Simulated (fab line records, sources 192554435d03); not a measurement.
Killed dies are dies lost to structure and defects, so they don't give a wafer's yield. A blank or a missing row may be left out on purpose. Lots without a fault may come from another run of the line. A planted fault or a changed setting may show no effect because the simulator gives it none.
Chamber matching | flow n5_finfet | N5_BEOL_M2_ILD_DEP_00 on pecvd-01: 3 sister chambers
The step deposits SiOC from DEMS/O2, target thk 79 nm, time 15.3 s. 16 wafers are shown with their chamber, then 8 later ones without.

WAFERS WITH THEIR CHAMBER
wafer  | chamber | throttle_valve_pct (%) | heater_power_w (W) | showerhead_plenum_p_Torr (Torr)
L079.2 | 2       | 11.1                   | 367                | 5.695
L079.4 | 1       | 12.3                   | 392                | 5.690
L079.6 | 2       | 11.0                   | 366                | 5.702
L081.2 | 1       | 12.4                   | 480                | 5.690
L081.3 | 0       | 11.3                   | 424                | 5.694
L081.5 | 1       | 12.5                   | 465                | 5.699
L086.1 | 0       | 11.6                   | 459                | 5.686
L086.2 | 2       | 11.0                   | 371                | 5.709
L086.3 | 1       | 12.3                   | 434                | 5.703
L086.4 | 1       | 12.5                   | 443                | 5.693
L086.5 | 2       | 10.8                   | 371                | 5.710
L086.6 | 0       | 11.5                   | 458                | 5.700
L087.1 | 1       | 12.4                   | 484                | 5.687
L087.2 | 0       | 11.3                   | 421                | 5.693
L087.6 | 1       | 12.2                   | 483                | 5.698
L094.1 | 1       | 12.1                   | 488                | 5.703

SIGNATURES (means of the wafers above)
reading                  | chamber 0 | chamber 1 | chamber 2 | scatter within a chamber
throttle_valve_pct       | 11.425    | 12.338    | 10.975    | 0.14
heater_power_w           | 440.50    | 458.62    | 368.75    | 26.6
showerhead_plenum_p_Torr | 5.69325   | 5.69538   | 5.70400   | 0.00629
Rule: a wafer's distance from a chamber is the root of the sum, over the readings, of the square of ((its reading less the chamber's mean) divided by the reading's scatter). The wafer belongs to the nearest chamber; if the next one is less than 2 further off, it can't be placed. The scatter: the root of (the sum of the squares of (reading less its chamber's mean) over the shown wafers, divided by (wafers less chambers)).

WAFERS WITHOUT THEIR CHAMBER
wafer  | throttle_valve_pct (%) | heater_power_w (W) | showerhead_plenum_p_Torr (Torr)
L094.2 | 11.5                   | 456                | 5.695
L094.3 | 11.0                   | 417                | 5.701
L094.4 | 11.2                   | 409                | 5.704
L094.5 | 12.2                   | 487                | 5.690
L094.6 | 11.4                   | 473                | 5.692
L096.3 | 12.2                   | 414                | 5.690
L096.5 | 11.1                   | 420                | 5.691
L096.6 | 12.2                   | 414                | 5.696

WHICH CHAMBER EACH WENT THROUGH
wafer  | from the rows above     | in truth
L094.2 | 0                       | 0
L094.3 | can't be placed: 2 or 0 | 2
L094.4 | can't be placed: 2 or 0 | 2
L094.5 | 1                       | 1
L094.6 | 0                       | 0
L096.3 | 1                       | 1
L096.5 | can't be placed: 0 or 2 | 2
L096.6 | 1                       | 1
Placed correctly: 5 of 8. Can't be placed from these rows: 3 (the true chamber is among the candidates in 3). Placed wrongly: 0.
